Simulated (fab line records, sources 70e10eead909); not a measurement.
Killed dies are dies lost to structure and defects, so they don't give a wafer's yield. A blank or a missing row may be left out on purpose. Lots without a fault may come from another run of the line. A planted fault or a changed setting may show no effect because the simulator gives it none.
Chamber matching | flow nand_harc | NHARC_P_M1_CMP_23 on cmp-01: 4 sister chambers
The step polishes, t overpolish 20 s, target thk 157.82 nm. 24 wafers are shown with their chamber, then 12 later ones without.

WAFERS WITH THEIR CHAMBER
wafer  | chamber | motor_current_A (A) | time_to_endpoint_s (s) | slurry_flow_ml_min
L076.1 | 2       | 12.7                | 31.2                   | 149.8
L076.3 | 0       | 13.6                | 26.4                   | 150.5
L076.4 | 1       | 12.0                | 28.3                   | 149.0
L077.1 | 0       | 13.6                | 26.5                   | 149.7
L077.4 | 2       | 12.4                | 31.5                   | 150.8
L077.5 | 1       | 12.4                | 30.7                   | 149.7
L078.2 | 0       | 12.7                | 29.2                   | 149.9
L078.3 | 2       | 13.0                | 33.4                   | 149.4
L078.4 | 3       | 12.8                | 34.6                   | 150.4
L082.1 | 2       | 13.1                | 33.1                   | 149.1
L082.4 | 0       | 12.3                | 26.9                   | 149.7
L082.6 | 1       | 12.4                | 29.1                   | 151.3
L083.3 | 3       | 13.1                | 30.0                   | 150.0
L083.4 | 1       | 12.6                | 29.6                   | 150.5
L083.6 | 2       | 13.1                | 30.4                   | 150.0
L086.1 | 2       | 13.0                | 29.0                   | 150.5
L086.3 | 1       | 12.6                | 28.7                   | 149.6
L086.4 | 3       | 12.7                | 28.2                   | 149.7
L089.1 | 3       | 13.3                | 26.6                   | 149.6
L089.3 | 0       | 13.4                | 27.7                   | 150.2
L089.6 | 1       | 12.5                | 27.5                   | 150.2
L090.2 | 1       | 12.3                | 29.9                   | 150.2
L090.5 | 0       | 12.9                | 29.2                   | 150.3
L090.6 | 1       | 11.4                | 31.7                   | 150.4

SIGNATURES (means of the wafers above)
reading            | chamber 0 | chamber 1 | chamber 2 | chamber 3 | scatter within a chamber
motor_current_A    | 13.083    | 12.275    | 12.883    | 12.975    | 0.399
time_to_endpoint_s | 27.650    | 29.438    | 31.433    | 29.850    | 1.88
slurry_flow_ml_min | 150.050   | 150.113   | 149.933   | 149.925   | 0.563
Rule: a wafer's distance from a chamber is the root of the sum, over the readings, of the square of ((its reading less the chamber's mean) divided by the reading's scatter). The wafer belongs to the nearest chamber; if the next one is less than 2 further off, it can't be placed. The scatter: the root of (the sum of the squares of (reading less its chamber's mean) over the shown wafers, divided by (wafers less chambers)).

WAFERS WITHOUT THEIR CHAMBER
wafer  | motor_current_A (A) | time_to_endpoint_s (s) | slurry_flow_ml_min
L092.2 | 12.9                | 27.5                   | 150.6
L092.3 | 12.3                | 29.0                   | 149.4
L092.5 | 13.5                | 26.0                   | 149.7
L094.2 | 13.9                | 24.7                   | 149.7
L094.3 | 13.1                | 30.6                   | 150.1
L094.5 | 12.7                | 30.2                   | 150.4
L095.3 | 12.1                | 26.3                   | 150.4
L095.4 | 13.1                | 28.1                   | 150.2
L095.6 | 12.0                | 31.6                   | 149.6
L097.1 | 12.9                | 26.7                   | 150.4
L097.4 | 12.5                | 30.7                   | 150.3
L097.5 | 12.0                | 31.3                   | 149.6

WHICH CHAMBER EACH WENT THROUGH
wafer  | from the rows above               | in truth
L092.2 | can't be placed: 0 or 3 or 1 or 2 | 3
L092.3 | can't be placed: 1 or 3 or 2 or 0 | 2
L092.5 | can't be placed: 0 or 3 or 2      | 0
L094.2 | can't be placed: 0 or 3 or 2      | 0
L094.3 | can't be placed: 3 or 2 or 0 or 1 | 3
L094.5 | can't be placed: 3 or 2 or 1 or 0 | 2
L095.3 | can't be placed: 1 or 0 or 3 or 2 | 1
L095.4 | can't be placed: 0 or 3 or 2 or 1 | 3
L095.6 | can't be placed: 1 or 2 or 3 or 0 | 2
L097.1 | can't be placed: 0 or 3 or 1 or 2 | 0
L097.4 | can't be placed: 1 or 2 or 3 or 0 | 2
L097.5 | can't be placed: 1 or 2 or 3 or 0 | 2
Placed correctly: 0 of 12. Can't be placed from these rows: 12 (the true chamber is among the candidates in 12). Placed wrongly: 0.
